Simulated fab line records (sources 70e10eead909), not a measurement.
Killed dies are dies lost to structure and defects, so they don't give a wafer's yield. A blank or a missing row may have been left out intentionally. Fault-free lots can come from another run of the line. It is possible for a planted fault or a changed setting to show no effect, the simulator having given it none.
fab line records | flow nandHarc
record lots=7 | wafers=21 | lastDay=34
route steps=1302 shown THIN_TSV@1282
lots untouched by any fault: they come from a run of this same line in which no faults occurred
startH: the number of hours between the record's first day and the start of the first shown wafer of the lot | waitH: time in hours since the lot's previous step | " the same as in the row above | L1.1+2: one row covering several wafers at once | - value missing, or start not given | * or withheld: withheld | < > ~ a bound
route shown NAME@n: a module of which the file shows steps, and the number in the route of the first | usual: average and standard deviation across the fault-free wafers | same: alike in all rows | chamber/n: place in a boat | sites: per-site readings | _std_site: their standard deviation | _edge_site: outer sites' mean less inner sites' | radiusMm: how far each site lies from the wafer's centre | mask NAME#n: copy n | behind: tool/chamber where the wafer was last shaped | hold: what put the lot on hold/how long, in hours/how the hold closed | device: whichever transistor did not switch (one of n, p or np) | end of line: tests run on the same wafers once the route is complete | a step without rows: its recipe alone | killed: not the wafer's yield, but the dies lost to structure and defects at the first sort | map: the dies of a wafer, with x for killed, . for not killed, _ for no die there
set.NAME: the setting the step ran with; set.NAME@STEP: the setting that earlier step ran with | model.NAME: the simulator's own value behind a step, which no gauge read
lots at some steps of the route; a table a step, a row a wafer
services: the hour from which a tool's chamber was out of use, counted from the record's first day as startH (under 0 if before that day), plus the number of hours and why
## steps
# step NHARC_THIN_TSV_PVD_24
# recipe targetThkA=8000 | powerW=withheld | chamberPressurePa=withheld | substrateTempC=withheld | timeS=withheld | gas=Ar | material=Al
# step NHARC_THIN_TSV_DEHYDRATE_25
# recipe tempC=150 | timeS=120
# step NHARC_THIN_TSV_HMDS_26
# recipe timeS=30
# step NHARC_THIN_TSV_COAT_27
# recipe spinRpm=*
# step NHARC_THIN_TSV_SOFTBAKE_28
# recipe tempC=122 | timeS=95
# step NHARC_THIN_TSV_EBR_29
# step NHARC_THIN_TSV_EXPOSE_30
# recipe na=0.55 | doseMj=11.47 | maskId=PAD
# step NHARC_THIN_TSV_PEB_31
# recipe pebTempC=118 | pebTimeS=85
# step NHARC_THIN_TSV_DEVELOP_32
# recipe timeS=70
# step NHARC_THIN_TSV_CD_MEAS_33
# recipe targetCdNm=5000 | landingEnergyEv=500
# usual cdNm=5000.5/2.6
# same landingEnergyEv=500
lot.wafer | tool     | chamber | startH | waitH | cdNm
L656.1    | cdSem-03 | 0       | 558.31 | -     | 5007.4
L656.4    | "        | 0       | "      | "     | 5004.1
L656.5    | "        | 0       | "      | "     | 5007.5
L660.3    | cdSem-02 | 0       | 596.95 | -     | 5000.7
L660.5    | "        | 0       | "      | "     | 5001.4
L660.6    | "        | 0       | "      | "     | 5004.7
L661.3    | cdSem-03 | 0       | 614.64 | -     | 5003.3
L661.4    | "        | 0       | "      | "     | 5000.8
L661.5    | "        | 0       | "      | "     | 5005.0
L663.1    | cdSem-03 | 0       | 628.91 | -     | 4999.5
L663.2    | "        | 0       | "      | "     | 5001.6
L663.3    | "        | 0       | "      | "     | 5001.1
L672.1    | cdSem-02 | 0       | 724.96 | -     | 5000.7
L672.3    | "        | 0       | "      | "     | 4996.5
L672.6    | "        | 0       | "      | "     | 5002.7
L676.1    | cdSem-01 | 0       | 768.71 | -     | 4998.7
L676.2    | "        | 0       | "      | "     | 5001.3
L676.3    | "        | 0       | "      | "     | 5000.4
L678.1    | cdSem-01 | 0       | 793.45 | -     | 4998.2
L678.3    | "        | 0       | "      | "     | 4997.7
L678.5    | "        | 0       | "      | "     | 4998.7
# step NHARC_THIN_TSV_HARDBAKE_34
# recipe tempC=125 | timeS=80
# step NHARC_THIN_TSV_DESCUM_35
# recipe timeS=3 | o2FlowSccm=200 | arFlowSccm=0 | biasPowerW=0 | chemistry=O2
# usual drypumpMotorCurrentA=5.7/0.45 | o2FlowSccm=200.0/0.58 | oesProductAu=1.001/0.013 | rfVppV=57.8/0.9 | showerheadPlenumPTorr=1.90/0.093 | throttleValvePct=11.312/0.0091
# same biasPowerW=0
lot.wafer | tool       | chamber | startH | waitH | drypumpMotorCurrentA | o2FlowSccm | oesProductAu | rfHoursCounterH | rfVppV | showerheadPlenumPTorr | throttleValvePct
L656.4    | rieDiel-08 | 1       | 558.48 | -     | 6.1                  | 199.5      | 1.015        | 0               | 56.6   | 1.78                  | 11.329
L656.1    | "          | 3       | "      | "     | 5.9                  | 200.1      | 1.004        | 0               | 55.9   | 1.79                  | 11.297
L656.5    | "          | 0       | "      | "     | 6.0                  | 200.6      | 0.999        | -               | 55.9   | 1.79                  | 11.324
L660.3    | rieDiel-03 | 1       | 597.14 | -     | 5.0                  | 199.5      | 1.001        | 10              | 58.1   | 1.86                  | 11.320
L660.5    | "          | 2       | "      | "     | 5.2                  | 200.4      | 0.986        | -               | 57.6   | 2.03                  | 11.305
L660.6    | "          | 3       | "      | "     | 5.4                  | 200.7      | 1.003        | -               | 57.8   | 1.98                  | 11.310
L661.3    | rieDiel-08 | 2       | 614.80 | -     | 5.4                  | 199.6      | 0.996        | 2               | 58.0   | 1.92                  | 11.310
L661.4    | "          | 3       | "      | "     | 5.9                  | 199.3      | 1.002        | 2               | 57.4   | 1.79                  | 11.288
L661.5    | "          | 3       | "      | "     | 5.9                  | 199.9      | 1.008        | -               | 56.3   | 1.79                  | 11.300
L663.2    | rieDiel-01 | 1       | 629.08 | -     | 6.4                  | 200.5      | 1.003        | 3               | 59.7   | 1.96                  | 11.316
L663.1    | "          | 2       | "      | "     | 6.6                  | 200.1      | 0.996        | 2               | 57.5   | 1.89                  | 11.313
L663.3    | "          | 3       | "      | "     | 5.3                  | 199.1      | 1.038        | 2               | 57.7   | 2.00                  | 11.317
L672.3    | rieDiel-03 | 0       | 725.15 | -     | 5.9                  | 199.6      | 1.012        | 4               | 58.7   | 1.99                  | 11.329
L672.1    | "          | 1       | "      | "     | 5.0                  | 200.9      | 0.983        | 5               | 58.9   | 1.86                  | 11.311
L672.6    | "          | 3       | "      | "     | 5.4                  | 200.4      | 1.003        | -               | 58.8   | 1.98                  | 11.319
L676.1    | rieDiel-03 | 3       | 768.87 | -     | 5.4                  | 201.1      | 0.995        | 8               | 57.8   | 1.98                  | 11.310
L676.2    | "          | 1       | "      | "     | 5.0                  | 199.8      | 0.995        | 8               | 57.6   | 1.86                  | 11.312
L676.3    | "          | 2       | "      | "     | 5.2                  | 200.4      | 0.989        | 8               | 58.2   | 2.02                  | 11.302
L678.3    | rieDiel-08 | 2       | 793.61 | -     | 5.4                  | 199.4      | 0.994        | 4               | 58.4   | 1.92                  | 11.326
L678.1    | "          | 0       | "      | "     | 6.0                  | 198.7      | 1.011        | 3               | 57.6   | 1.78                  | 11.311
L678.5    | "          | 2       | "      | "     | 5.4                  | 201.4      | 1.005        | -               | 57.8   | 1.92                  | 11.308
# step NHARC_THIN_TSV_ETCH_59
# recipe targetDepthA=8800 | icpW=900 | biasW=100 | Cl2_flow_sccm=60 | bcl3FlowSccm=30 | timeS=138.1 | chemistry=Cl2/BCl3
# usual bcl3FlowSccm=30.00/0.081 | biasW=100.0/0.3 | drypumpMotorCurrentA=5.7/0.35 | oesProductAu=0.998/0.011 | throttleValvePct=22.265/0.0088
lot.wafer | tool        | chamber | startH | waitH | bcl3FlowSccm | biasW | drypumpMotorCurrentA | oesProductAu | rfHoursCounterH | throttleValvePct
L656.1    | rieMetal-03 | 0       | 558.63 | 0.1   | 29.97        | 100.2 | 5.7                  | 0.996        | 0.4             | 22.258
L656.4    | "           | 0       | "      | "     | 30.04        | 99.7  | 5.6                  | 1.008        | -               | 22.249
L656.5    | "           | 1       | "      | "     | 30.05        | 100.3 | 5.5                  | 1.005        | -               | 22.249
L660.3    | rieMetal-02 | 0       | 597.30 | 0.1   | -            | -     | -                    | -            | -               | -
L660.6    | "           | 0       | "      | "     | -            | -     | -                    | -            | -               | -
L660.5    | "           | 1       | "      | "     | -            | -     | -                    | -            | -               | -
L661.3    | rieMetal-03 | 0       | 615.01 | 0.2   | -            | -     | -                    | -            | -               | -
L661.4    | "           | 1       | "      | "     | -            | -     | -                    | -            | -               | -
L661.5    | "           | 1       | "      | "     | -            | -     | -                    | -            | -               | -
L663.1    | rieMetal-03 | 0       | 629.19 | 0.1   | -            | -     | -                    | -            | -               | -
L663.2    | "           | 1       | "      | "     | -            | -     | -                    | -            | -               | -
L663.3    | "           | 1       | "      | "     | -            | -     | -                    | -            | -               | -
L672.1    | rieMetal-01 | 1       | 725.25 | 0.1   | 29.91        | 99.7  | 6.1                  | 1.002        | 2.6             | 22.272
L672.3    | "           | 1       | "      | "     | 30.12        | 99.9  | 6.0                  | 1.005        | -               | 22.261
L672.6    | "           | 0       | "      | "     | 30.13        | 100.0 | 5.9                  | 0.989        | -               | 22.266
L676.2    | rieMetal-02 | 0       | 769.00 | 0.1   | 29.83        | 100.1 | 6.1                  | 0.989        | 2.1             | 22.254
L676.1    | "           | 1       | "      | "     | 29.99        | 100.0 | 5.1                  | 1.011        | 2.6             | 22.267
L676.3    | "           | 0       | "      | "     | 29.83        | 100.2 | 6.1                  | 0.987        | -               | 22.262
L678.1    | rieMetal-02 | 0       | 793.74 | 0.1   | 30.03        | 99.9  | 6.0                  | 0.989        | 2.5             | 22.264
L678.3    | "           | 1       | "      | "     | 30.05        | 100.3 | 5.1                  | 1.008        | -               | 22.278
L678.5    | "           | 1       | "      | "     | 30.13        | 100.0 | 5.1                  | 1.027        | -               | 22.278
# step NHARC_THIN_TSV_ETCH_36
# recipe targetDepthA=650 | overEtchFrac=0.3 | timeS=18.571 | ionEnergyEv=150 | chemistry=Cl2/BCl3
# usual chamberPressureMTorr=10.000/0.0088 | drypumpMotorCurrentA=5.7/0.35 | oesProductAu=0.999/0.01
lot.wafer | tool        | chamber | startH | waitH | chamberPressureMTorr | drypumpMotorCurrentA | oesProductAu | rfHoursCounterH
L656.1    | rieMetal-03 | 0       | 558.86 | 0.2   | 9.995                | 5.6                  | 1.007        | 0.5
L656.4    | "           | 0       | "      | "     | 10.006               | 5.6                  | 0.992        | -
L656.5    | "           | 1       | "      | "     | 9.989                | 5.5                  | 1.001        | -
L660.3    | rieMetal-02 | 1       | 597.51 | 0.2   | 9.990                | 5.1                  | 1.013        | -
L660.5    | "           | 0       | "      | "     | 10.006               | 6.0                  | 1.007        | -
L660.6    | "           | 1       | "      | "     | 9.996                | 5.1                  | 0.999        | -
L661.3    | rieMetal-03 | 1       | 615.20 | 0.2   | 10.000               | 5.5                  | 1.006        | -
L661.4    | "           | 0       | "      | "     | 10.007               | 5.7                  | 1.001        | -
L661.5    | "           | 0       | "      | "     | 10.003               | 5.7                  | 1.005        | -
L663.2    | rieMetal-03 | 0       | 629.46 | 0.2   | 10.004               | 5.6                  | 1.008        | 1.8
L663.1    | "           | 1       | "      | "     | 10.009               | 5.5                  | 1.001        | 1.8
L663.3    | "           | 0       | "      | "     | 9.998                | 5.7                  | 1.011        | -
L672.1    | rieMetal-01 | 0       | 725.52 | 0.2   | 10.011               | 5.9                  | 0.982        | 2.8
L672.3    | "           | 1       | "      | "     | 10.008               | 6.1                  | 1.012        | -
L672.6    | "           | 1       | "      | "     | 10.004               | 6.1                  | 1.008        | -
L676.2    | rieMetal-02 | 0       | 769.26 | 0.2   | 10.012               | 6.0                  | 0.994        | 2.2
L676.1    | "           | 1       | "      | "     | 10.004               | 5.1                  | 1.022        | 2.8
L676.3    | "           | 0       | "      | "     | 9.998                | 6.1                  | 0.995        | -
L678.1    | rieMetal-02 | 1       | 794.00 | 0.2   | 10.014               | 5.1                  | 1.006        | 3.2
L678.3    | "           | 1       | "      | "     | 9.998                | 5.1                  | 1.009        | -
L678.5    | "           | 1       | "      | "     | 9.996                | 5.1                  | 1.011        | -
## services
tool        | chamber | startH | hours | kind
rieDiel-01  | 0       | 539.75 | 21.2  | repair
rieDiel-08  | -       | 544.86 | 9.0   | pm
rieDiel-01  | -       | 557.80 | 9.0   | pm
rieDiel-08  | 1       | 559.53 | 9.5   | repair
rieDiel-01  | 3       | 568.37 | 4.6   | repair
rieDiel-03  | 0       | 570.21 | 4.8   | repair
rieDiel-08  | 2       | 572.17 | 24.0  | repair
rieMetal-01 | -       | 575.00 | 9.0   | pm
rieDiel-01  | 2       | 603.76 | 15.7  | repair
rieMetal-02 | -       | 631.00 | 9.0   | pm
rieDiel-01  | 2       | 632.60 | 1.3   | repair
rieDiel-03  | -       | 635.94 | 9.0   | pm
rieDiel-08  | 3       | 655.28 | 11.9  | repair
rieMetal-03 | -       | 696.00 | 9.0   | pm
rieDiel-03  | 0       | 706.02 | 5.1   | repair
rieMetal-02 | 0       | 706.05 | 1.0   | repair
rieDiel-08  | -       | 721.86 | 9.0   | pm
rieDiel-03  | 2       | 732.39 | 3.3   | repair
rieDiel-01  | -       | 734.80 | 9.0   | pm
rieDiel-08  | 1       | 736.37 | 3.0   | repair
rieMetal-02 | 0       | 741.56 | 14.5  | repair
rieMetal-01 | -       | 752.00 | 9.0   | pm
rieDiel-03  | 0       | 754.69 | 3.1   | repair
rieMetal-02 | 0       | 782.94 | 2.3   | repair
## key
firstSign step=NHARC_THIN_TSV_ETCH_59 | reading=toolRecord | direction=missing
effect none on later readings
metAt NHARC_THIN_TSV_ETCH_59
struckWafers L660.3,L660.5,L660.6,L661.3,L661.4,L661.5,L663.1,L663.2,L663.3
laterRowsLeftOut L660.3,L660.5,L660.6,L661.3,L661.4,L661.5,L663.1,L663.2,L663.3
sortLeftOut L660.3,L660.5,L660.6,L661.3,L661.4,L661.5,L663.1,L663.2,L663.3
onsetBetween 558.63 597.30
fault kind=skippedStepWhole | tool=rieMetal-02,rieMetal-03 | chamber=- | onsetH=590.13 | steps=NHARC_THIN_TSV_ETCH_59 | scope=struckLotsOnly
# sortLeftOut: the simulated sort isn't trusted on such a fault, so these wafers' sort isn't shown, and their yield isn't known
# laterRowsLeftOut: the simulator's readings of these wafers behind a module that went badly wrong aren't trusted and aren't shown, but for the sort
